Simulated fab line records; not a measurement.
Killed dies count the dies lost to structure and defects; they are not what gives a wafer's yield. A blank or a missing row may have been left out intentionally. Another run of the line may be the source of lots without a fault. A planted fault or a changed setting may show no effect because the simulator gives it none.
Matching of chambers ; flow n5Finfet ; N5_PMOS_HMC_CHANNEL_EPI_DESCUM_14 on rieDiel-01 has 4 sister chambers
The step chemistry O2, time 7.9 s. 4 wafers are shown with their chamber, then 10 later ones without.

== WAFERS, EACH WITH ITS CHAMBER ==
wafer;chamber;drypumpMotorCurrentA (A)
L081.5;2;5.4
L088.5;0;5.3
L090.1;1;5.1
L090.2;3;5.6

== WAFERS WITH NO CHAMBER GIVEN ==
wafer;drypumpMotorCurrentA (A)
L090.6;5.6
L091.2;5.1
L091.3;5.4
L091.4;5.3
L092.2;5.5
L092.4;5.1
L092.6;5.6
L095.1;5.3
L095.2;5.5
L095.4;5.1

== THE CHAMBER EACH PASSED THROUGH ==
wafer;from the rows above;in truth
L090.6;3;3
L091.2;1;1
L091.3;2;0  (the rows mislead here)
L091.4;0;0
L092.2;can't be placed: 2 or 3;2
L092.4;1;1
L092.6;3;3
L095.1;0;0
L095.2;can't be placed: 2 or 3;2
L095.4;1;1
7 of 10 placed correctly. Not placeable from these rows: 2 (in 2, the candidates include the true chamber). Wrongly placed: 1.
How it was worked out, from the rows above alone: a wafer's distance from a chamber is the root of the sum, over the readings, of the square of ((its reading less the chamber's mean) divided by the reading's scatter). If the next closest chamber is less than 2 further off than the closest, the wafer can't be placed; otherwise it belongs to the closest. The mean given for a chamber averages the wafers shown for that chamber. The scatter (one wafer shown for each chamber): square how far every hidden wafer sits from the nearest shown wafer, average those squares and take the square root.
